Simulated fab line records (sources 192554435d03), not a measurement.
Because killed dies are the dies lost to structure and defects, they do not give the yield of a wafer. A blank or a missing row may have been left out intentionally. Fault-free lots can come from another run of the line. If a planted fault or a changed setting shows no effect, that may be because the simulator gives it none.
Matching of chambers + flow n5 finfet + N5_MOL_CONTACT_COAG_CO_FILL_22 on cvd co-02: 3 sister chambers
The step material Co, precursor CCTBA/H2, target thk 20 nm. 6 wafers are shown with their chamber, then 11 later ones without.

== EACH WAFER AND ITS CHAMBER ==
| wafer  | chamber | heater power w (W) | chamber pressure Torr (Torr) |
|--------|---------|--------------------|------------------------------|
| L089.2 | 2       | 231                | 30.02                        |
| L089.5 | 0       | 252                | 29.98                        |
| L090.1 | 0       | 253                | 29.92                        |
| L090.3 | 1       | 227                | 30.01                        |
| L090.6 | 1       | 223                | 30.02                        |
| L092.2 | 2       | 229                | 29.96                        |

== WAFERS MISSING THEIR CHAMBER ==
| wafer  | heater power w (W) | chamber pressure Torr (Torr) |
|--------|--------------------|------------------------------|
| L092.3 | 224                | 30.02                        |
| L092.6 | 223                | 29.95                        |
| L093.1 | 227                | 30.06                        |
| L093.3 | 254                | 30.09                        |
| L093.5 | 227                | 30.06                        |
| L095.2 | 225                | 30.06                        |
| L095.4 | 220                | 29.98                        |
| L095.5 | 230                | 29.87                        |
| L096.3 | 259                | 29.96                        |
| L096.4 | 230                | 30.05                        |
| L096.5 | 220                | 29.95                        |

== EACH ONE'S CHAMBER ==
| wafer  | from the rows above     | in truth                   |
|--------|-------------------------|----------------------------|
| L092.3 | 1                       | 1                          |
| L092.6 | can't be placed: 1 or 2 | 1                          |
| L093.1 | can't be placed: 1 or 2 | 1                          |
| L093.3 | 0                       | 0                          |
| L093.5 | can't be placed: 1 or 2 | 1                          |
| L095.2 | 1                       | 1                          |
| L095.4 | 1                       | 1                          |
| L095.5 | can't be placed: 2 or 1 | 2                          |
| L096.3 | 0                       | 0                          |
| L096.4 | can't be placed: 2 or 1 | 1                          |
| L096.5 | 1                       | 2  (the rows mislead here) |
Correctly placed: 5 of 11. These rows do not allow placing 5 (true chamber among the candidates in 5). Placed wrongly: 1.
How it was worked out, from the rows above alone: a wafer's distance from a chamber is the root of the sum, over the readings, of the square of ((its reading less the chamber's mean) divided by the reading's scatter). The wafer belongs to the nearest chamber; if the next one is less than 2 further off, it can't be placed. The mean given for a chamber averages the wafers shown for that chamber. The scatter: the root of (the sum of the squares of (reading less its chamber's mean) over the shown wafers, divided by (wafers less chambers)).
